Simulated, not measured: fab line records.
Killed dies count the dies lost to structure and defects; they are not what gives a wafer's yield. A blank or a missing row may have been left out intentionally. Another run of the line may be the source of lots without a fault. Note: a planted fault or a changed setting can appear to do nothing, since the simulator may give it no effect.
Problem report in the 8D (eight disciplines) form, filled by code | flow n5_finfet | the parts of the form that need people (team, actions taken, sign-off) are left out

## 1. WHAT IS WRONG
VT_N_LONG at N5_BEOL_M4_RC_MEAS_101 reads a mean of 297.5 mV on 3 wafers of 2 lots; wafers without a fault read 274.7 mV with a standard deviation of 2. Relative to the usual mean, that is a shift of +11 standard deviations.
First observed at day 9 22:16: wafer L520.2, on prober-01. The record holds 27 wafers of 9 lots with a number at this step. By rule, "out" or "out of limits" means more than 4 standard deviations away from the usual mean. Any other wafer with a number is counted as sound.

## 2. WHAT IT IS; WHAT IT IS NOT
question                    | is                                     | is not
which readings at this step | VT_N_LONG, IOFF_N_LONG, VT_N, VT_N_LVT | DIBL_N, DIBL_P, IOFF_P, SS_N, SS_P
which lots                  | L520, L524                             | L510, L514, L516, L527, L529, L531, L533
which wafers of those lots  | L520.2, L524.2, L524.5                 | L520.1, L520.4, L524.3
read on which gauges        | prober-01                              | prober-02
when                        | from day 9 22:16                       | up to then (11 sound wafers); but 13 sound wafers of L524, L527, L529, L531, L533 came after

## 3. THE SUSPECTS, EACH WITH WHAT RULES IT OUT
Counting: any tool at a process step up to the reading remains a suspect provided it ran every lot that is out. Sound lots after the first of them don't rule it out here, since some wafers of a struck lot are sound.
- the gauge at N5_BEOL_M4_RC_MEAS_101: ruled out. All the wafers that are out were read on prober-01, but those of them that N5_PASSIVATION_PROBE_49 has rows for are out there too, on other tools.
- ald_metal-04 at N5_HKMG_FIN_NWFM_ALD_20 (deposits TiAlC, target thk 2 nm, pulse time 3 s, purge time 2 s): kept. It ran every lot that is out, first L520 (day 6 16:40); its last sound lot up to then is L516 (day 5 16:31).
- cmp-04 at N5_HKMG_FIN_CMP_94 (polishes, stops on SiNx, t overpolish 4.7 s, target thk 43.299 nm): kept. It ran every lot that is out, first L520 (day 6 18:58).
- Within cmp-04 at N5_HKMG_FIN_CMP_94: the wafers that are out ran in chambers 2, 3; their sound lot-mates ran in chambers 0, 1.
What counting leaves: ald_metal-04 at N5_HKMG_FIN_NWFM_ALD_20 and cmp-04 at N5_HKMG_FIN_CMP_94.

## 4. THE CAUSE (what the simulator had put in)
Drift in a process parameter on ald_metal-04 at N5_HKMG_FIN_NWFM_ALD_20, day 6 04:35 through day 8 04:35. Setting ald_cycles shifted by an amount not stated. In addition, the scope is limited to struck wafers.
Counting left 2 suspects, and this tool is among them.

## 5. THE EFFECT CHAIN, in route order
Rows list readings where the struck wafers' mean (over those with a number) sits beyond 3 standard deviations from the usual. Readings are gone through only where the record gives a usual standard deviation; hours: the median, over the lots, of the time from a lot's start at the first step in this table giving one to that lot's start at this step; sigmas: the change measured in usual standard deviations.
hours | step                    | reading          | usual          | on struck wafers | change    | sigmas
0     | N5_BEOL_M4_RC_MEAS_101  | IOFF_N_85C       | 3.1 nA/um      | 1.6              | -1.5      | -3.1
0     | N5_BEOL_M4_RC_MEAS_101  | IOFF_N_LIN       | 0.073 nA/um    | 0.033            | -0.040    | -3.3
0     | N5_BEOL_M4_RC_MEAS_101  | IOFF_N_LONG      | 5.58e-05 nA/um | 3.64e-05         | -1.94e-05 | -8.4
0     | N5_BEOL_M4_RC_MEAS_101  | ION_N            | 675 uA/um      | 629              | -46       | -3.3
0     | N5_BEOL_M4_RC_MEAS_101  | VT_N             | 250 mV         | 274              | +24       | +7.4
0     | N5_BEOL_M4_RC_MEAS_101  | VT_N_LONG        | 274.7 mV       | 297.5            | +22.8     | +11
0     | N5_BEOL_M4_RC_MEAS_101  | VT_N_LVT         | 99 mV          | 121              | +22       | +6.8
86    | N5_PASSIVATION_PROBE_49 | sort_bin_8_speed | 0.00 %         | 27.68            | +27.68    | +99 or more
86    | N5_PASSIVATION_PROBE_49 | sort_n_pass      | 1074           | 764              | -310      | -17
86    | N5_PASSIVATION_PROBE_49 | sort_yield_pct   | 91.0 %         | 64.7             | -26.3     | -18
Its process steps:
- N5_PASSIVATION_PROBE_49

## 6. HOW IT WOULD HAVE BEEN CAUGHT EARLIER
The first out-of-limits reading at a measuring or inspecting step in this record came at day 9 22:16, 90 hours after the fault's start at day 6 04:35.
Of the tool readings at N5_HKMG_FIN_NWFM_ALD_20 for which the record gives a usual standard deviation, none was out on any struck wafer, so an alarm limit of 4 standard deviations on them would not have fired.
Each of the lots that are out, 2 in all, had begun N5_HKMG_FIN_NWFM_ALD_20 on ald_metal-04 no later than day 9 22:16. Tool hold at that time: it would have spared none of them.
